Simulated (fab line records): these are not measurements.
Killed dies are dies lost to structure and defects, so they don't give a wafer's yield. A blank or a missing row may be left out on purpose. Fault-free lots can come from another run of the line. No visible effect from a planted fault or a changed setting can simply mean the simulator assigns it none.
Split-lot experiment + flow n5_finfet + 39 wafers read across 7 lots, on a route 1938 steps long

== THE SPLIT ==
At N5_BEOL_M15_TRENCH_ETCH_34 (etches SiO2 in C4F8/O2/Ar, target depth 872.93 nm, time 199 s), the setting time_s was moved away from the recipe's 199 s on 12 of the 39 wafers read, by -31.5% to +41.6%. For the rest of the wafers, this setting stayed at what the recipe calls for.

== FROM THE SPLIT TO THE READING: what the file shows between them, 7 steps ==
- N5_BEOL_M15_STRIP_36: strips in O2
- N5_BEOL_M15_ECD_47: material Cu, target thk 1860 nm
- N5_BEOL_M15_ANNEAL_48: time 90 s
- N5_BEOL_M15_CMP_49: polishes, stops on SiO2, t overpolish 4.9 s, target thk 850 nm
- N5_BEOL_M15_THK_MEAS_50: measures by xrf
- N5_BEOL_M15_PRE_CLEAN_52: time 15 s
- N5_BEOL_M15_DEP_53: deposits SiCN from 3MS/NH3, target thk 50 nm, time 17.8 s

== THE READING ==
At N5_BEOL_M15_RS_MEAS_54, a four-point-probe measurement gives M15_RS in ohm/sq. Typical for fault-free wafers on this fab line: 0.0216 ohm/sq, with standard deviation 0.00048 ohm/sq.

| wafer  | tool, chamber at the split | time_s as run, s | against the recipe | M15_RS, ohm/sq | against lot-mates on the recipe |
|--------|----------------------------|------------------|--------------------|----------------|---------------------------------|
| L076.1 | rie_diel-05, 1             | 199              | recipe             | 0.0217         | -                               |
| L076.2 | rie_diel-05, 3             | 199              | recipe             | 0.0219         | -                               |
| L076.3 | rie_diel-05, 2             | 281.8            | +41.6%             | 0.0152         | -0.0065                         |
| L076.4 | rie_diel-05, 0             | 281.8            | +41.6%             | 0.0153         | -0.0064                         |
| L076.5 | rie_diel-05, 1             | 199              | recipe             | 0.0215         | -                               |
| L076.6 | rie_diel-05, 2             | 281.8            | +41.6%             | 0.0154         | -0.0063                         |
| L078.1 | rie_diel-05, 3             | 199              | recipe             | 0.0218         | -                               |
| L078.2 | rie_diel-05, 2             | 199              | recipe             | 0.0219         | -                               |
| L078.3 | rie_diel-05, 1             | 199              | recipe             | 0.0214         | -                               |
| L078.4 | rie_diel-05, 0             | 199              | recipe             | 0.0219         | -                               |
| L078.5 | rie_diel-05, 2             | 199              | recipe             | 0.0219         | -                               |
| L078.6 | rie_diel-05, 3             | 199              | recipe             | 0.0218         | -                               |
| L086.3 | rie_diel-05, 2             | 199              | recipe             | 0.0221         | -                               |
| L086.4 | rie_diel-05, 1             | 199              | recipe             | 0.0217         | -                               |
| L086.5 | rie_diel-05, 2             | 199              | recipe             | 0.0222         | -                               |
| L090.1 | rie_diel-01, 1             | 234.8            | +18.0%             | 0.0187         | -0.0030                         |
| L090.2 | rie_diel-01, 0             | 234.8            | +18.0%             | 0.0178         | -0.0039                         |
| L090.3 | rie_diel-01, 3             | 199              | recipe             | 0.0213         | -                               |
| L090.4 | rie_diel-01, 2             | 199              | recipe             | 0.0226         | -                               |
| L090.5 | rie_diel-01, 3             | 199              | recipe             | 0.0212         | -                               |
| L090.6 | rie_diel-01, 2             | 234.8            | +18.0%             | 0.0189         | -0.0028                         |
| L093.1 | rie_diel-05, 0             | 161              | -19.1%             | 0.0277         | +0.0056                         |
| L093.2 | rie_diel-05, 3             | 161              | -19.1%             | 0.0278         | +0.0057                         |
| L093.3 | rie_diel-05, 2             | 161              | -19.1%             | 0.0276         | +0.0055                         |
| L093.4 | rie_diel-05, 1             | 199              | recipe             | 0.0221         | -                               |
| L093.5 | rie_diel-05, 0             | 199              | recipe             | 0.0221         | -                               |
| L093.6 | rie_diel-05, 1             | 199              | recipe             | 0.0220         | -                               |
| L095.1 | rie_diel-06, 2             | 136.3            | -31.5%             | 0.0314         | +0.0096                         |
| L095.2 | rie_diel-06, 0             | 136.3            | -31.5%             | 0.0322         | +0.0104                         |
| L095.3 | rie_diel-06, 3             | 199              | recipe             | 0.0220         | -                               |
| L095.4 | rie_diel-06, 1             | 199              | recipe             | 0.0215         | -                               |
| L095.5 | rie_diel-06, 2             | 136.3            | -31.5%             | 0.0310         | +0.0092                         |
| L095.6 | rie_diel-06, 3             | 199              | recipe             | 0.0219         | -                               |
| L097.1 | rie_diel-01, 3             | 199              | recipe             | 0.0209         | -                               |
| L097.2 | rie_diel-01, 1             | 199              | recipe             | 0.0219         | -                               |
| L097.3 | rie_diel-01, 2             | 199              | recipe             | 0.0227         | -                               |
| L097.4 | rie_diel-01, 0             | 199              | recipe             | 0.0212         | -                               |
| L097.5 | rie_diel-01, 1             | 199              | recipe             | 0.0219         | -                               |
| L097.6 | rie_diel-01, 0             | 199              | recipe             | 0.0211         | -                               |

THE FIT
A straight line over all 39 wafers: M15_RS changes by -0.000221 ohm/sq for each +1% of time_s; r = -0.96; the points scatter about the line by 0.0011 ohm/sq.
The same after taking each lot's own level away (the mean of its wafers on the recipe; 39 wafers): -0.000218 ohm/sq for each +1%; r = -0.96; scatter 0.0011 ohm/sq.
The reading moves by 0.0091 ohm/sq for the largest change in time_s, on that fit.
From 0.02162 to 0.02207 ohm/sq: that is the span of the lots' own levels, equal to 0.9 times the standard deviation above.
The two slopes are in agreement: the lot-to-lot level therefore moves the slope only a little.
Check: with one of the wafers moved furthest among these (+41.6%) left out of the fit, the line predicts -0.00894 ohm/sq for it against its lot-mates. Against them it came out at -0.0065 ohm/sq.

== OTHER SPLITS ON THESE WAFERS ==
Other splits were also applied to these wafers ahead of the reading. Each is held against what the fit with the lots' levels taken away leaves over:
| other split on the same wafers    | wafers away from the commonest value | r with M15_RS (lot level and that fit taken away) |
|-----------------------------------|--------------------------------------|---------------------------------------------------|
| N5_BEOL_M12_TRENCH_ETCH_34 time_s | 18                                   | +0.16                                             |

== THE WHOLE CHAIN: every reading that the file lists as answering this split, in the file's order ==
| step                       | what it does                                                   | reading                                                                          | change (the file's fit)               | r (the file's) |
|----------------------------|----------------------------------------------------------------|----------------------------------------------------------------------------------|---------------------------------------|----------------|
| N5_BEOL_M15_TRENCH_ETCH_34 | etches SiO2 in C4F8/O2/Ar, target depth 872.93 nm, time 199 s  | etch.depth_nm (the simulator's own value, which no gauge read)                   | +8.29 nm for each +1% of the setting  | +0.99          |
| N5_BEOL_M15_TRENCH_ETCH_34 | etches SiO2 in C4F8/O2/Ar, target depth 872.93 nm, time 199 s  | coat_of_BEOL_M15_COAT_22.thk_nm (the simulator's own value, which no gauge read) | -1.6 nm for each +1% of the setting   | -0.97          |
| N5_BEOL_M15_CMP_49         | polishes, stops on SiO2, t overpolish 4.9 s, target thk 850 nm | Cu_of_BEOL_M15_ECD_47.thk_nm (the simulator's own value, which no gauge read)    | +8.29 nm for each +1% of the setting  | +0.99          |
| N5_BEOL_M15_THK_MEAS_50    | measures by xrf                                                | M15_THK                                                                          | +8.2 for each +1% of the setting      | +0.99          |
| N5_BEOL_M15_RS_MEAS_54     | measures by four-point-probe                                   | M15_RS                                                                           | -0.000216 for each +1% of the setting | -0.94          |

== THE FILE'S OWN FIT ==
M15_RS changes by -0.000216 ohm/sq for each +1% of time_s, r = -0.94.
